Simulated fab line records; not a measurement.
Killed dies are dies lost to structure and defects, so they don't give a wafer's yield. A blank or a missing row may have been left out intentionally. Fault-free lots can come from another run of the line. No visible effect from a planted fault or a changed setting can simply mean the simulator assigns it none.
Matching of chambers -- flow nand-harc -- NHARC_P_M0_CMP_23 on cmp-04: 4 sister chambers
The step polishes, t overpolish 20 s, target thk 117.54 nm. 8 wafers are shown with their chamber, then 7 later ones without.

== WAFERS PAIRED WITH THEIR CHAMBERS ==
wafer,chamber,motor-current-A (A),time-to-endpoint-s (s)
L078.6,0,15.8,30.6
L085.3,3,13.6,26.2
L085.4,0,14.7,26.3
L091.2,2,13.1,27.0
L091.5,1,13.1,27.8
L091.6,2,12.4,27.0
L093.1,3,14.1,26.2
L093.2,1,12.6,26.2

== WAFERS MISSING THEIR CHAMBER ==
wafer,motor-current-A (A),time-to-endpoint-s (s)
L093.3,13.1,27.9
L094.1,15.2,31.1
L094.2,13.4,31.0
L094.3,12.6,27.2
L095.2,13.9,32.6
L095.4,13.4,27.8
L095.5,12.9,25.2

== WHICH CHAMBER EACH ONE RAN IN ==
wafer,from the rows above,in truth
L093.3,can't be placed: 1 or 2 or 3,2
L094.1,0,0
L094.2,can't be placed: 1 or 2 or 3 or 0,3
L094.3,can't be placed: 2 or 1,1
L095.2,can't be placed: 0 or 3 or 1 or 2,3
L095.4,can't be placed: 1 or 3 or 2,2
L095.5,can't be placed: 1 or 2 or 3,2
1 of 7 placed correctly. Can't be placed from these rows: 6 (the true chamber is among the candidates in 6). 0 placed wrongly.
How it was worked out, from the rows above alone: a wafer's distance from a chamber is the root of the sum, over the readings, of the square of ((its reading less the chamber's mean) divided by the reading's scatter). If the next closest chamber is less than 2 further off than the closest, the wafer can't be placed; otherwise it belongs to the closest. The mean given for a chamber averages the wafers shown for that chamber. The scatter: take each reading less its chamber's mean, square it, sum over the shown wafers, divide by the number of wafers less the number of chambers, and take the root.
